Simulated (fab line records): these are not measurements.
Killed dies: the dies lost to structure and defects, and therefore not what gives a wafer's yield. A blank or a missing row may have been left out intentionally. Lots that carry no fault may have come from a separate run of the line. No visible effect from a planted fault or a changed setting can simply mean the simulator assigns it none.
Which tool was responsible? / flow nand_harc / Sampling: 11 lots, 33 wafers, 2 of 1302 route steps

## WHAT EACH GAUGE READ, for each wafer
NHARC_P_ZERO_WELL_CD_MEAS_37: target cd 720 nm.
lot=L502; measured=day 2 00:10; on=cd_sem-02; cd_nm (nm)=717.2 719.4 719.3
lot=L503; measured=day 2 10:07; on=cd_sem-03; cd_nm (nm)=719.3 719.4 718.5
lot=L505; measured=day 3 06:14; on=cd_sem-03; cd_nm (nm)=720.7 718.6 717.2
lot=L506; measured=day 3 16:05; on=cd_sem-01; cd_nm (nm)=719.3 718.4 718.7
lot=L508; measured=day 4 12:06; on=cd_sem-03; cd_nm (nm)=717.3 718.0 718.6
lot=L510; measured=day 5 08:14; on=cd_sem-03; cd_nm (nm)=719.1 720.0 719.7
lot=L512; measured=day 6 04:15; on=cd_sem-01; cd_nm (nm)=719.5 717.1 719.8
lot=L514; measured=day 7 00:17; on=cd_sem-03; cd_nm (nm)=719.9 718.7 718.9
lot=L515; measured=day 7 10:34; on=cd_sem-02; cd_nm (nm)=715.2 717.7 717.1
lot=L516; measured=day 7 20:07; on=cd_sem-01; cd_nm (nm)=- - -
lot=L525; measured=day 11 14:03; on=cd_sem-03; cd_nm (nm)=717.9 718.0 719.4

## WHAT TOOL EACH LOT RAN ON (gives the tool, then ch and the chambers of the sampled wafers, and finally the start)
lot=L502; NHARC_P_ZERO_WELL_EXPOSE_34=krf_scanner-02 ch 0, day 2 00:01
lot=L503; NHARC_P_ZERO_WELL_EXPOSE_34=krf_scanner-04 ch 0, day 2 09:58
lot=L505; NHARC_P_ZERO_WELL_EXPOSE_34=krf_scanner-04 ch 0, day 3 06:04
lot=L506; NHARC_P_ZERO_WELL_EXPOSE_34=krf_scanner-02 ch 0, day 3 15:56
lot=L508; NHARC_P_ZERO_WELL_EXPOSE_34=krf_scanner-04 ch 0, day 4 11:57
lot=L510; NHARC_P_ZERO_WELL_EXPOSE_34=krf_scanner-02 ch 0, day 5 08:05
lot=L512; NHARC_P_ZERO_WELL_EXPOSE_34=krf_scanner-04 ch 0, day 6 04:05
lot=L514; NHARC_P_ZERO_WELL_EXPOSE_34=krf_scanner-02 ch 0, day 7 00:08
lot=L515; NHARC_P_ZERO_WELL_EXPOSE_34=krf_scanner-01 ch 0, day 7 10:25
lot=L516; NHARC_P_ZERO_WELL_EXPOSE_34=krf_scanner-02 ch 0, day 7 19:58
lot=L525; NHARC_P_ZERO_WELL_EXPOSE_34=krf_scanner-04 ch 0, day 11 13:53
- NHARC_P_ZERO_WELL_EXPOSE_34: exposes mask P PWELL, target cd 720 nm.

## THE ANSWER, worked out from the rows above alone
Rule: the lots themselves supply what counts as usual. Put in order of their means at a reading, lots are off if they are a third of the lots or fewer, leave a main group of 4 or more, and stand apart from it by a gap of 3 or more times the standard deviation of the main group's means; of several such gaps the widest counts. If all means in a main group match to the digits the tables above print for the reading, that group is not used. Also off: a lot with no number at a reading for which 4 or more lots have one. Where the step has rows for the other lots, those lots are counted as sound.
Off: L516 (NHARC_P_ZERO_WELL_CD_MEAS_37, cd_nm). Without a number there: L516. For the main group the mean is 718.6 nm and the standard deviation 0.76.
If a tool, at a process step before that reading, ran all the lots that are off and no sound lot after the first of them, it fits. Gauges at NHARC_P_ZERO_WELL_CD_MEAS_37: tried the same way as those tools. Undecided on this evidence; 2 tools fit (krf_scanner-02 at NHARC_P_ZERO_WELL_EXPOSE_34, cd_sem-01 at NHARC_P_ZERO_WELL_CD_MEAS_37).

## WHAT THE SIMULATOR HAD INSERTED
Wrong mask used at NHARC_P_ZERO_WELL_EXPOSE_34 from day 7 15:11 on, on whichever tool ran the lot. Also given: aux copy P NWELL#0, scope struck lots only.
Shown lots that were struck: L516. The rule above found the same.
